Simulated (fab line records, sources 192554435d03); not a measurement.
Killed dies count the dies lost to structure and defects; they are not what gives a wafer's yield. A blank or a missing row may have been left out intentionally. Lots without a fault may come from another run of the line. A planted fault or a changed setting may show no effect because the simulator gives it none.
Split-lot experiment    flow n5Finfet    21 wafers read across 7 lots, on a route 1938 steps long

== THE SPLIT ==
At N5_MOL_CONTACT_COAG_ETCH_110 (etches Si in CF4/O2, target depth 2.5 nm, time 8 s), the setting biasW was moved away from the recipe's 12 W on 7 of the 21 wafers read, by -7.8% to +13.3%. This setting was run at the recipe's value on the other wafers.

The split's own step is where the reading is taken.

== THE READING ==
rfVppV, in V, at N5_MOL_CONTACT_COAG_ETCH_110 (etches Si in CF4/O2, target depth 2.5 nm, time 8 s). On this fab line, fault-free wafers typically give 129 V with a standard deviation of 3.8 V.

wafer   tool, chamber at the split  biasW as run, W  against the recipe  rfVppV, V  against lot-mates on the recipe
L077.2  rieDiel-04, 1               12               recipe              124        -
L077.3  rieDiel-04, 2               13.51            +12.6%              146        +22
L077.4  rieDiel-04, 0               13.51            +12.6%              148        +24
L082.1  rieDiel-05, 1               12               recipe              129        -
L082.2  rieDiel-05, 2               11.06            -7.8%               119        -9
L082.3  rieDiel-05, 0               12               recipe              127        -
L083.1  rieDiel-04, 0               12.57            +4.8%               140        +8
L083.2  rieDiel-04, 3               12               recipe              132        -
L083.6  rieDiel-04, 2               12               recipe              133        -
L084.4  rieDiel-05, 0               11.14            -7.2%               121        -8
L084.5  rieDiel-05, 1               12               recipe              129        -
L084.6  rieDiel-05, 2               11.14            -7.2%               118        -11
L085.1  rieDiel-06, 2               12               recipe              133        -
L085.3  rieDiel-06, 3               12               recipe              136        -
L085.5  rieDiel-06, 3               12               recipe              133        -
L087.1  rieDiel-05, 2               12               recipe              125        -
L087.4  rieDiel-05, 0               12               recipe              127        -
L087.5  rieDiel-05, 1               13.6             +13.3%              141        +15
L096.3  rieDiel-04, 0               12               recipe              135        -
L096.4  rieDiel-04, 0               12               recipe              133        -
L096.5  rieDiel-04, 3               12               recipe              131        -

FIT RESULTS
A straight line over all 21 wafers: rfVppV changes by +1.26 V for each +1% of biasW; r = +0.90; the points scatter about the line by 3.6 V.
The same after taking each lot's own level away (the mean of its wafers on the recipe; 21 wafers): +1.49 V for each +1%; r = +0.97; scatter 2.2 V.
Per that fit: largest biasW move, reading shift of 20 V.
From 124.0 to 134.0 V: that is the span of the lots' own levels, equal to 2.6 times the standard deviation above.
So the slope is not independent of the lot-to-lot level: the two fits are not the same.
Check: with one of the wafers moved furthest among these (+13.3%) left out of the fit, the line predicts +22.3 V for it against its lot-mates. Against them it came out at +15 V.
Tool readings at the split's step, against how far the setting was moved: rfVppV r = +0.90.

== THESE WAFERS: OTHER SPLITS ==
Other splits were also applied to these wafers ahead of the reading. Each is held against what the fit with the lots' levels taken away leaves over:
other split on the same wafers      wafers away from the commonest value  r with rfVppV (lot level and that fit taken away)
N5_SDB_ALD_29 aldCycles             7                                     +0.13
N5_HKMG_FIN_ETCH_55 biasW           4                                     -0.11
N5_HKMG_FIN_ETCH_58 sourceW         5                                     +0.46
N5_GATE_CUT_ETCH_56 biasW           5                                     +0.22
N5_MOL_CONTACT_COAG_ETCH_105 biasW  7                                     -0.07

== THE FILE'S OWN FIT ==
rfVppV changes by +1.37 V for each +1% of biasW, r = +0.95.
